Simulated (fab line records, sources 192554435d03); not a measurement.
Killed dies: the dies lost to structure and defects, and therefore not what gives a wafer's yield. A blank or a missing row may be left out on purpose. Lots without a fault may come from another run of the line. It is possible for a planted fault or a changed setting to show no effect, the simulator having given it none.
Which tool did it? -- flow n5Finfet -- 32 wafers from 11 lots sampled at 5 of the route's 1938 steps

WHAT EACH GAUGE READ, for each wafer
N5_BEOL_M4_RC_MEAS_101. Usual: DIBL_N 36.3 mV/V, standard deviation 2.2; DIBL_P 36.0 mV/V, standard deviation 2.4; IOFF_N 0.16 nA/um, standard deviation 0.042; IOFF_P 0.22 nA/um, standard deviation 0.041; ION_N 672 uA/um, standard deviation 14; ION_P 462 uA/um, standard deviation 7.9; SS_N 71.7 mV/dec, standard deviation 0.76; SS_P 73.3 mV/dec, standard deviation 0.72; VT_N 250 mV, standard deviation 3.6; VT_P -249 mV, standard deviation 3.
lot,measured,on,DIBL_N (mV/V),DIBL_P (mV/V),IOFF_N (nA/um),IOFF_P (nA/um),ION_N (uA/um),ION_P (uA/um),SS_N (mV/dec),SS_P (mV/dec),VT_N (mV),VT_P (mV),flag
L238,day 7 23:23,prober-02,37.2 36.3,38.0 36.5,0.19 0.16,0.24 0.21,680 661,463 459,72.1 71.8,74.9 73.9,245 253,-252 -251,
L239,day 8 07:45,prober-02,37.1 35.7 38.0,36.6 36.3 37.9,0.18 0.15 0.20,0.24 0.24 0.27,673 667 679,467 466 463,71.0 71.5 72.0,73.4 73.0 73.9,251 252 244,-249 -246 -244,
L240,day 8 11:30,prober-02,34.8 38.0 36.3,35.2 37.8 36.1,0.15 0.21 0.17,0.20 0.26 0.22,679 687 689,465 464 465,70.7 72.2 71.3,72.5 74.1 73.2,251 248 249,-251 -249 -251,
L241,day 8 12:30,prober-01,34.9 34.7 34.9,34.5 34.2 34.7,0.14 0.14 0.15,0.20 0.20 0.20,668 670 678,463 463 467,72.2 71.0 71.4,73.3 73.2 73.4,249 249 247,-248 -250 -246,
L244,day 9 13:12,prober-01,32.6 35.4 35.2,30.9 35.6 34.7,0.10 0.16 0.14,0.14 0.20 0.18,651 671 661,450 460 454,71.1 71.6 72.3,71.5 72.7 72.0,256 248 248,-253 -250 -250,
L253,day 11 09:41,prober-02,34.4 34.4 33.5,35.2 34.6 34.2,0.16 0.16 0.14,0.24 0.23 0.22,671 689 668,466 475 464,72.1 71.0 70.8,73.3 73.2 72.4,250 247 252,-245 -244 -246,
L254,day 12 21:29,prober-01,38.7 36.1 37.1,37.8 35.1 34.7,0.20 0.13 0.14,0.27 0.21 0.22,682 671 649,466 471 452,72.4 70.9 72.4,74.4 72.9 73.1,246 253 254,-247 -249 -250,
L256,day 13 06:53,prober-01,35.3 35.4 38.4,33.0 32.8 37.0,0.13 0.14 0.21,0.18 0.19 0.25,679 667 696,469 457 479,70.9 71.1 71.5,73.2 73.2 73.8,254 252 247,-253 -255 -248,
L257,day 14 01:11,prober-01,37.3 38.0 33.8,39.3 39.8 34.4,0.20 0.21 0.12,0.30 0.31 0.19,689 692 661,482 476 460,70.9 72.5 70.5,74.7 74.0 72.2,244 245 252,-241 -244 -249,
L261,day 14 21:55,prober-02,36.6 34.5 33.8,36.4 35.3 34.7,0.15 0.13 0.11,0.18 0.18 0.16,655 664 657,445 459 453,72.2 70.8 70.8,73.0 72.3 72.7,253 251 255,-253 -255 -252,
L259,day 15 06:28,prober-01,33.2 34.1 33.4,34.8 35.7 34.9,0.14 0.15 0.14,0.19 0.19 0.20,674 685 672,468 470 465,70.5 71.1 71.2,72.9 72.8 72.7,251 249 250,-251 -251 -250,

WHAT TOOL EACH LOT RAN ON (gives the tool, then ch and the chambers of the sampled wafers, and finally the start)
lot,N5_BEOL_M1_SPUTTER_90,N5_BEOL_M1_ANNEAL_93,N5_BEOL_M1_PRE_CLEAN_60,N5_BEOL_M2_COAT_73
L238,"pvdSputter-01, day 6 08:04","pvdSputter-01, day 6 08:22","cvdCo-02 ch 0,1, day 6 10:22","lithoTrack-04 ch 0, day 6 11:10"
L239,"pvdSputter-01, day 6 16:30","pvdSputter-01, day 6 16:48","cvdCo-01 ch 0,2, day 6 18:51","lithoTrack-04 ch 0, day 6 19:32"
L240,"pvdSputter-02, day 6 21:35","pvdSputter-02, day 6 21:53","cvdCo-01 ch 0,1,2, day 7 01:11","lithoTrack-04 ch 0, day 7 02:02"
L241,"pvdSputter-01, day 6 21:48","pvdSputter-01, day 6 22:06","cvdCo-01 ch 0,1,2, day 7 01:28","lithoTrack-04 ch 0, day 7 03:00"
L244,"pvdSputter-02, day 7 23:49","pvdSputter-02, day 8 00:07","cvdCo-01 ch 0,1,2, day 8 05:25","lithoTrack-04 ch 0, day 8 08:05"
L253,"pvdSputter-01, day 9 23:10","pvdSputter-01, day 9 23:28","cvdCo-02 ch 0,2, day 10 00:39","lithoTrack-05 ch 0, day 10 04:58"
L254,"pvdSputter-01, day 10 09:31","pvdSputter-01, day 10 09:49","cvdCo-01 ch 0,1,2, day 10 11:04","lithoTrack-05 ch 0, day 10 11:51"
L256,"pvdSputter-03, day 10 20:52","pvdSputter-03, day 10 21:10","cvdCo-02 ch 0,1, day 10 22:26","lithoTrack-03 ch 0, day 10 23:52"
L257,"pvdSputter-02, day 11 07:41","pvdSputter-02, day 11 07:59","cvdCo-02 ch 0,1, day 11 09:10","lithoTrack-04 ch 0, day 11 09:58"
L261,"pvdSputter-01, day 12 03:04","pvdSputter-01, day 12 03:22","cvdCo-02 ch 0,1, day 12 04:34","lithoTrack-04 ch 0, day 12 05:10"
L259,"pvdSputter-02, day 13 10:50","pvdSputter-02, day 13 11:08","cvdCo-01 ch 0,1,2, day 13 12:20","lithoTrack-04 ch 0, day 13 14:21"
- N5_BEOL_M1_SPUTTER_90: material Cu, target thk 4.5 nm, time 8.29 s.
- N5_BEOL_M1_ANNEAL_93: time 240 s.
- N5_BEOL_M1_PRE_CLEAN_60: time 15 s.
- N5_BEOL_M2_COAT_73: time 60 s, resist thk 5 nm.

AS READ BY THE TOOLS THEMSELVES (means over the sampled wafers that have a number; for cases with no such wafer, the mark the record gives instead)
N5_BEOL_M1_SPUTTER_90. Usual: throttleValvePct at 30.7 %, with a standard deviation of 1.2.
lot,tool,throttleValvePct (%),flag
L238,pvdSputter-01,31.7,
L239,pvdSputter-01,31.5,
L240,pvdSputter-02,30.8,
L241,pvdSputter-01,31.7,
L244,pvdSputter-02,31.2,
L253,pvdSputter-01,32.1,
L254,pvdSputter-01,31.6,
L256,pvdSputter-03,28.0,
L257,pvdSputter-02,31.1,
L261,pvdSputter-01,31.5,
L259,pvdSputter-02,30.1,

N5_BEOL_M1_ANNEAL_93. Usual: heaterPowerW 818 W, standard deviation 62; susceptor_temp_C_max 401.1, standard deviation 0.42.
lot,tool,heaterPowerW (W),susceptor_temp_C_max,flag
L238,pvdSputter-01,777,401.5,
L239,pvdSputter-01,796,401.4,
L240,pvdSputter-02,775,400.8,
L241,pvdSputter-01,800,401.4,
L244,pvdSputter-02,780,401.2,
L253,pvdSputter-01,793,401.2,
L254,pvdSputter-01,788,401.4,
L256,pvdSputter-03,913,400.7,
L257,pvdSputter-02,782,401.4,
L261,pvdSputter-01,792,401.3,
L259,pvdSputter-02,831,400.7,

N5_BEOL_M1_PRE_CLEAN_60. Usual: heaterPowerW at 81 W, with a standard deviation of 4.2.
lot,tool,heaterPowerW (W),flag
L238,cvdCo-02,82,
L239,cvdCo-01,85,
L240,cvdCo-01,81,
L241,cvdCo-01,81,
L244,cvdCo-01,80,
L253,cvdCo-02,80,
L254,cvdCo-01,82,
L256,cvdCo-02,82,
L257,cvdCo-02,82,
L261,cvdCo-02,81,
L259,cvdCo-01,83,

N5_BEOL_M2_COAT_73. Usual: heaterPowerTotalW 391.8 W, standard deviation 1.3; plateTempC 205.04 C, standard deviation 0.18; spinSpeedRpm 1500.2 rpm, standard deviation 0.88.
lot,tool,heaterPowerTotalW (W),plateTempC (C),spinSpeedRpm (rpm),flag
L238,lithoTrack-04,392.5,205.25,1499.4,
L239,lithoTrack-04,392.2,204.96,1500.0,
L240,lithoTrack-04,390.8,204.87,1500.2,
L241,lithoTrack-04,408.1,211.48,1500.0,OFF
L244,lithoTrack-04,407.7,211.66,1499.9,OFF
L253,lithoTrack-05,390.7,204.91,1500.0,
L254,lithoTrack-05,390.6,205.00,1500.2,
L256,lithoTrack-03,391.3,205.08,1500.6,
L257,lithoTrack-04,393.1,204.95,1499.9,
L261,lithoTrack-04,390.8,204.95,1500.6,
L259,lithoTrack-04,392.1,204.78,1500.2,

THE ANSWER, worked out from the rows above alone
Rule: a lot counts as off when the mean over its wafers that have a number is more than 3 standard deviations away from the usual mean. Also off: a lot with no number at a reading for which 4 or more lots have one. The other lots that the step has rows for count as sound. After the gauges, taken in route order, come the tools' own readings; for these a lot's mean is taken, as printed above. At the first step where some lot is off, the reading lying furthest off is the one used; lots without a number count as furthest.
Off: L241, L244, at N5_BEOL_M2_COAT_73 (plateTempC).
If a tool, at that step or one of the process steps before it, ran each lot that is off and ran no sound lot following the first of them, it fits. Of those tried, none fits.

WHAT THE SIMULATOR HAD PUT IN
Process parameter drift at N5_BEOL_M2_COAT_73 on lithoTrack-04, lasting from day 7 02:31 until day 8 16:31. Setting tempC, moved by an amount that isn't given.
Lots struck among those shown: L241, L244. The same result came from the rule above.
